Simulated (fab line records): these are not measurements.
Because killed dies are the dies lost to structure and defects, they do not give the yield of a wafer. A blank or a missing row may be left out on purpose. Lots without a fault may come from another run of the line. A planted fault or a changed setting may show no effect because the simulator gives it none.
Chamber matching / flow n5Finfet / N5_BEOL_M0_SAQP_HM_OPEN_112 on rieDiel-02: 4 sister chambers
The step chemistry CHF3/O2, target SiO2, stops on a-Si, target depth 12 nm, time 13.5 s. 20 wafers are shown with their chamber, then 10 later ones without.

## WAFERS, EACH WITH ITS CHAMBER
wafer=L077.1; chamber=2; rfVppV (V)=520; showerheadPlenumPTorr (Torr)=2.37; throttleValvePct (%)=19.2
wafer=L077.5; chamber=3; rfVppV (V)=531; showerheadPlenumPTorr (Torr)=2.31; throttleValvePct (%)=19.0
wafer=L077.6; chamber=2; rfVppV (V)=518; showerheadPlenumPTorr (Torr)=2.37; throttleValvePct (%)=19.2
wafer=L079.3; chamber=1; rfVppV (V)=509; showerheadPlenumPTorr (Torr)=2.32; throttleValvePct (%)=19.3
wafer=L079.4; chamber=0; rfVppV (V)=515; showerheadPlenumPTorr (Torr)=2.38; throttleValvePct (%)=18.7
wafer=L079.6; chamber=2; rfVppV (V)=521; showerheadPlenumPTorr (Torr)=2.37; throttleValvePct (%)=19.2
wafer=L080.3; chamber=3; rfVppV (V)=530; showerheadPlenumPTorr (Torr)=2.31; throttleValvePct (%)=19.0
wafer=L080.4; chamber=2; rfVppV (V)=520; showerheadPlenumPTorr (Torr)=2.37; throttleValvePct (%)=19.2
wafer=L080.5; chamber=1; rfVppV (V)=509; showerheadPlenumPTorr (Torr)=2.32; throttleValvePct (%)=19.3
wafer=L081.2; chamber=0; rfVppV (V)=512; showerheadPlenumPTorr (Torr)=2.38; throttleValvePct (%)=18.7
wafer=L081.4; chamber=2; rfVppV (V)=521; showerheadPlenumPTorr (Torr)=2.37; throttleValvePct (%)=19.2
wafer=L081.5; chamber=0; rfVppV (V)=514; showerheadPlenumPTorr (Torr)=2.38; throttleValvePct (%)=18.7
wafer=L084.2; chamber=1; rfVppV (V)=508; showerheadPlenumPTorr (Torr)=2.31; throttleValvePct (%)=19.3
wafer=L084.4; chamber=3; rfVppV (V)=531; showerheadPlenumPTorr (Torr)=2.30; throttleValvePct (%)=19.0
wafer=L084.6; chamber=0; rfVppV (V)=514; showerheadPlenumPTorr (Torr)=2.37; throttleValvePct (%)=18.7
wafer=L086.3; chamber=0; rfVppV (V)=514; showerheadPlenumPTorr (Torr)=2.37; throttleValvePct (%)=18.7
wafer=L086.4; chamber=2; rfVppV (V)=520; showerheadPlenumPTorr (Torr)=2.36; throttleValvePct (%)=18.8
wafer=L086.6; chamber=3; rfVppV (V)=529; showerheadPlenumPTorr (Torr)=2.30; throttleValvePct (%)=19.0
wafer=L090.3; chamber=0; rfVppV (V)=513; showerheadPlenumPTorr (Torr)=2.37; throttleValvePct (%)=18.7
wafer=L090.4; chamber=1; rfVppV (V)=508; showerheadPlenumPTorr (Torr)=2.31; throttleValvePct (%)=19.3

SIGNATURES, as means of the wafers listed above
reading=rfVppV; chamber 0=513.67; chamber 1=508.50; chamber 2=520.00; chamber 3=530.25; scatter within a chamber=0.971
reading=showerheadPlenumPTorr; chamber 0=2.3750; chamber 1=2.3150; chamber 2=2.3683; chamber 3=2.3050; scatter within a chamber=0.0052
reading=throttleValvePct; chamber 0=18.700; chamber 1=19.300; chamber 2=19.133; chamber 3=19.000; scatter within a chamber=0.0913
Rule: for a wafer and a chamber, the distance is found by dividing, reading by reading, the gap between the wafer's reading and the chamber's mean by the reading's scatter, squaring, summing and taking the root. If the next closest chamber is less than 2 further off than the closest, the wafer can't be placed; otherwise it belongs to the closest. The scatter: take each reading less its chamber's mean, square it, sum over the shown wafers, divide by the number of wafers less the number of chambers, and take the root.

## WAFERS WHOSE CHAMBER IS MISSING
wafer=L090.6; rfVppV (V)=530; showerheadPlenumPTorr (Torr)=2.30; throttleValvePct (%)=19.0
wafer=L094.2; rfVppV (V)=509; showerheadPlenumPTorr (Torr)=2.31; throttleValvePct (%)=19.3
wafer=L094.3; rfVppV (V)=514; showerheadPlenumPTorr (Torr)=2.37; throttleValvePct (%)=18.7
wafer=L094.6; rfVppV (V)=518; showerheadPlenumPTorr (Torr)=2.36; throttleValvePct (%)=18.8
wafer=L096.1; rfVppV (V)=513; showerheadPlenumPTorr (Torr)=2.37; throttleValvePct (%)=18.7
wafer=L096.3; rfVppV (V)=529; showerheadPlenumPTorr (Torr)=2.30; throttleValvePct (%)=19.0
wafer=L096.5; rfVppV (V)=513; showerheadPlenumPTorr (Torr)=2.37; throttleValvePct (%)=18.7
wafer=L097.1; rfVppV (V)=512; showerheadPlenumPTorr (Torr)=2.37; throttleValvePct (%)=18.7
wafer=L097.2; rfVppV (V)=530; showerheadPlenumPTorr (Torr)=2.30; throttleValvePct (%)=19.0
wafer=L097.3; rfVppV (V)=521; showerheadPlenumPTorr (Torr)=2.36; throttleValvePct (%)=18.8

## THE CHAMBER EACH PASSED THROUGH
wafer=L090.6; from the rows above=3; in truth=3
wafer=L094.2; from the rows above=1; in truth=1
wafer=L094.3; from the rows above=0; in truth=0
wafer=L094.6; from the rows above=can't be placed: 2 or 0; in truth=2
wafer=L096.1; from the rows above=0; in truth=0
wafer=L096.3; from the rows above=3; in truth=3
wafer=L096.5; from the rows above=0; in truth=0
wafer=L097.1; from the rows above=0; in truth=0
wafer=L097.2; from the rows above=3; in truth=3
wafer=L097.3; from the rows above=2; in truth=2
9 of 10 placed correctly. Cannot be placed on the basis of these rows: 1; the candidates contain the true chamber in 1. Placed wrongly: 0.
